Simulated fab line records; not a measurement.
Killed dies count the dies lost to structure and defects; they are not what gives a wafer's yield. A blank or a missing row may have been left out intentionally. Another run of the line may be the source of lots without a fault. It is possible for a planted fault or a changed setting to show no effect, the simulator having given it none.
A lot that was struck, set against a sound lot :: flow nandHarc :: 14 out of 1302 route steps
Sound: these wafers, L502.2, L502.5, L502.6. Struck: wafers L514.2, L514.4, L514.5. Last of all comes the cause.
Each step with rows lists, per side, the tool, then ch with its chambers, then its first start. Under that, the readings that differ: sound wafers :: struck wafers :: difference of the means :: sigmas: that difference in standard deviations of wafers without a fault.
alike: same words and numbers on both sides, and readings whose means sit less than 2 such deviations apart. not compared: any withheld reading, any reading some wafer has no value for, any bound like >300 that may hide the same value, and any number with overlapping values for which the record gives no deviation.
The two part at a step that has a row with sigmas, a row that says differs or no value, or rows on one side only. Numbers that don't overlap but have no deviation are shown without sigmas and don't part them. A reading missing from all wafers of one side parts the sides only when that side holds two or more wafers.

first, 3 steps without rows for these wafers: NHARC_THIN_TSV_EXPOSE_09 (exposes mask TSV); NHARC_THIN_TSV_PEB_10 (peb time 85 s); NHARC_THIN_TSV_DEVELOP_11 (time 70 s).
NHARC_THIN_TSV_CD_MEAS_12: the cd target is 1000 nm.
  sound on cdSem-03 ch 0, day 24 12:14; struck on cdSem-02 ch 0, day 29 01:35
  alike: cdNm
then, 1 step without rows for these wafers: NHARC_THIN_TSV_HARDBAKE_13 (time 80 s).
NHARC_THIN_TSV_DESCUM_14: chemistry O2, time 3 s.
  sound on rieDiel-09 ch 1,2, day 24 12:25; struck on rieDiel-09 ch 0,1,2, day 29 01:46
  alike: drypumpMotorCurrentA, o2FlowSccm, oesProductAu, rfVppV, showerheadPlenumPTorr, throttleValvePct
  not compared: rfHoursCounterH
NHARC_THIN_TSV_ETCH_44: etches the open film in CF4/O2, target depth 1594.2 nm, time 797.1 s.
  sound on rieDiel-09 ch 0,2,3, day 24 12:40; struck on rieDiel-09 ch 0,1, day 29 01:50
  alike: drypumpMotorCurrentA, o2FlowSccm, oesProductAu, rfVppV, showerheadPlenumPTorr, throttleValvePct
  not compared: rfHoursCounterH
NHARC_THIN_TSV_ETCH_15: target depth 3000 nm, bosch target overetch cycles 2, bosch etch step 2.8 s.
  sound on rieSi-06 ch 0,2,3, day 24 13:05; struck on rieSi-06 ch 0,1,2, day 29 02:25
  alike: drypumpMotorCurrentA
  not compared: rfHoursCounterH
NHARC_THIN_TSV_CD_MEAS_16:
  struck on cdSem-03, day 29 02:33; sound on cdSem-01, day 24 13:12
  alike: cdNm
NHARC_THIN_TSV_STRIP_45: strips in O2.
  sound on plasmaAsher-02 ch 0,1, day 24 13:25; struck on plasmaAsher-01 ch 0,1, day 29 02:40
reading: heaterPowerW (W)
sound: 320 321 351
struck: 381 377 368
difference: +45
sigmas: +2
  alike: drypumpMotorCurrentA
  not compared: rfHoursCounterH
then, 1 step without rows for these wafers: NHARC_THIN_TSV_STRIP_46 (strips in post etch residue remover, time 1200 s).
NHARC_THIN_TSV_DEP_47: deposits SiO2, target thk 200 nm.
  sound on pecvd-01 ch 1,2, day 24 14:12; struck on pecvd-03 ch 1,2, day 29 03:25
  alike: throttleValvePct
NHARC_THIN_TSV_ETCHBACK_48: etches the open film in C4F8/Ar, target depth 1028.5 nm, time 405.17 s.
  sound on rieDiel-13 ch 0,2,3, day 24 14:38; struck on rieDiel-13 ch 0,1,2, day 29 03:49
reading: runLengthS (s)
sound: 426.8 426.5 426.2
struck: 312.7 312.4 313.0
difference: -113.8
sigmas: -99 or more
  alike: oesProductAu, rfVppV
  not compared: rfHoursCounterH
then, 1 step without rows for these wafers: NHARC_THIN_TSV_STRIP_62 (strips in N2/H2, time 20 s).

## WHERE THEY PART
Earliest at NHARC_THIN_TSV_STRIP_45; latest, in this record, at NHARC_THIN_TSV_ETCHBACK_48.

WHY: the cause the simulator had injected
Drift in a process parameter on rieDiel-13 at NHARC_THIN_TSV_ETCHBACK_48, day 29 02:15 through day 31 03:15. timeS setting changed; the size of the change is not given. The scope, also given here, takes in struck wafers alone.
